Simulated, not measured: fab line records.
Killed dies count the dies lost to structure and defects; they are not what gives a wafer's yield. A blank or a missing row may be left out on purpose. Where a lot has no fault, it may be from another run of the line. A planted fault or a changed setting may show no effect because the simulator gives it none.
Chamber matching :: flow n5 finfet :: N5_BEOL_M3_PECVD_72 on pecvd-04: 3 sister chambers
The step deposits SiO2 from TEOS/O2, target thk 16 nm, time 18 s. 24 wafers are shown with their chamber, then 12 later ones without.

WAFERS, EACH WITH ITS CHAMBER
wafer: L074.3
chamber: 1
throttle valve pct (%): 23.7
showerhead plenum p Torr (Torr): 8.67
heater power w (W): 831

wafer: L074.4
chamber: 0
throttle valve pct (%): 22.5
showerhead plenum p Torr (Torr): 8.69
heater power w (W): 1011

wafer: L074.5
chamber: 1
throttle valve pct (%): 23.9
showerhead plenum p Torr (Torr): 8.68
heater power w (W): 830

wafer: L077.2
chamber: 1
throttle valve pct (%): 23.4
showerhead plenum p Torr (Torr): 8.67
heater power w (W): 814

wafer: L077.3
chamber: 0
throttle valve pct (%): 22.5
showerhead plenum p Torr (Torr): 8.74
heater power w (W): 982

wafer: L077.6
chamber: 0
throttle valve pct (%): 22.2
showerhead plenum p Torr (Torr): 8.74
heater power w (W): 957

wafer: L082.1
chamber: 1
throttle valve pct (%): 23.6
showerhead plenum p Torr (Torr): 8.67
heater power w (W): 701

wafer: L082.3
chamber: 2
throttle valve pct (%): 21.3
showerhead plenum p Torr (Torr): 8.81
heater power w (W): 865

wafer: L082.6
chamber: 2
throttle valve pct (%): 21.1
showerhead plenum p Torr (Torr): 8.80
heater power w (W): 865

wafer: L085.1
chamber: 2
throttle valve pct (%): 20.6
showerhead plenum p Torr (Torr): 8.78
heater power w (W): 889

wafer: L085.2
chamber: 1
throttle valve pct (%): 23.5
showerhead plenum p Torr (Torr): 8.67
heater power w (W): 802

wafer: L085.3
chamber: 0
throttle valve pct (%): 22.4
showerhead plenum p Torr (Torr): 8.73
heater power w (W): 888

wafer: L085.4
chamber: 0
throttle valve pct (%): 22.5
showerhead plenum p Torr (Torr): 8.73
heater power w (W): 863

wafer: L085.5
chamber: 1
throttle valve pct (%): 23.6
showerhead plenum p Torr (Torr): 8.69
heater power w (W): 791

wafer: L085.6
chamber: 2
throttle valve pct (%): 21.1
showerhead plenum p Torr (Torr): 8.79
heater power w (W): 876

wafer: L088.1
chamber: 2
throttle valve pct (%): 20.9
showerhead plenum p Torr (Torr): 8.81
heater power w (W): 865

wafer: L088.2
chamber: 1
throttle valve pct (%): 23.6
showerhead plenum p Torr (Torr): 8.67
heater power w (W): 820

wafer: L088.3
chamber: 0
throttle valve pct (%): 22.7
showerhead plenum p Torr (Torr): 8.71
heater power w (W): 935

wafer: L088.4
chamber: 0
throttle valve pct (%): 22.7
showerhead plenum p Torr (Torr): 8.73
heater power w (W): 943

wafer: L088.5
chamber: 2
throttle valve pct (%): 21.2
showerhead plenum p Torr (Torr): 8.78
heater power w (W): 855

wafer: L088.6
chamber: 1
throttle valve pct (%): 23.4
showerhead plenum p Torr (Torr): 8.67
heater power w (W): 827

wafer: L090.2
chamber: 2
throttle valve pct (%): 20.9
showerhead plenum p Torr (Torr): 8.79
heater power w (W): 883

wafer: L090.3
chamber: 1
throttle valve pct (%): 23.6
showerhead plenum p Torr (Torr): 8.67
heater power w (W): 733

wafer: L090.6
chamber: 0
throttle valve pct (%): 22.9
showerhead plenum p Torr (Torr): 8.73
heater power w (W): 1018

SIGNATURES (averages over the wafers above)
reading: throttle valve pct
chamber 0: 22.550
chamber 1: 23.589
chamber 2: 21.014
scatter within a chamber: 0.2

reading: showerhead plenum p Torr
chamber 0: 8.7250
chamber 1: 8.6733
chamber 2: 8.7943
scatter within a chamber: 0.0127

reading: heater power w
chamber 0: 949.62
chamber 1: 794.33
chamber 2: 871.14
scatter within a chamber: 43.2
Rule: for each reading, subtract the chamber's mean from the wafer's reading, divide by that reading's scatter and square the result; add these up over the readings and take the root, which gives the wafer's distance from the chamber. If the next closest chamber is less than 2 further off than the closest, the wafer can't be placed; otherwise it belongs to the closest. The scatter: the root of (the sum of the squares of (reading less its chamber's mean) over the shown wafers, divided by (wafers less chambers)).

WAFERS MISSING THEIR CHAMBER
wafer: L091.3
throttle valve pct (%): 21.0
showerhead plenum p Torr (Torr): 8.78
heater power w (W): 876

wafer: L091.4
throttle valve pct (%): 22.9
showerhead plenum p Torr (Torr): 8.73
heater power w (W): 970

wafer: L091.6
throttle valve pct (%): 21.1
showerhead plenum p Torr (Torr): 8.78
heater power w (W): 890

wafer: L092.3
throttle valve pct (%): 22.7
showerhead plenum p Torr (Torr): 8.74
heater power w (W): 859

wafer: L092.5
throttle valve pct (%): 23.4
showerhead plenum p Torr (Torr): 8.69
heater power w (W): 696

wafer: L092.6
throttle valve pct (%): 22.9
showerhead plenum p Torr (Torr): 8.70
heater power w (W): 858

wafer: L095.1
throttle valve pct (%): 21.3
showerhead plenum p Torr (Torr): 8.82
heater power w (W): 866

wafer: L095.3
throttle valve pct (%): 22.7
showerhead plenum p Torr (Torr): 8.74
heater power w (W): 869

wafer: L095.6
throttle valve pct (%): 21.0
showerhead plenum p Torr (Torr): 8.80
heater power w (W): 864

wafer: L096.1
throttle valve pct (%): 22.6
showerhead plenum p Torr (Torr): 8.73
heater power w (W): 1011

wafer: L096.5
throttle valve pct (%): 21.3
showerhead plenum p Torr (Torr): 8.81
heater power w (W): 796

wafer: L096.6
throttle valve pct (%): 22.4
showerhead plenum p Torr (Torr): 8.74
heater power w (W): 1002

CHAMBER TAKEN BY EACH
wafer: L091.3
from the rows above: 2
in truth: 2

wafer: L091.4
from the rows above: 0
in truth: 0

wafer: L091.6
from the rows above: 2
in truth: 2

wafer: L092.3
from the rows above: 0
in truth: 0

wafer: L092.5
from the rows above: 1
in truth: 1

wafer: L092.6
from the rows above: can't be placed: 0 or 1
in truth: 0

wafer: L095.1
from the rows above: 2
in truth: 2

wafer: L095.3
from the rows above: 0
in truth: 0

wafer: L095.6
from the rows above: 2
in truth: 2

wafer: L096.1
from the rows above: 0
in truth: 0

wafer: L096.5
from the rows above: 2
in truth: 2

wafer: L096.6
from the rows above: 0
in truth: 0
Correctly placed: 11 of 12. Cannot be placed on the basis of these rows: 1; the candidates contain the true chamber in 1. Wrongly placed: 0.
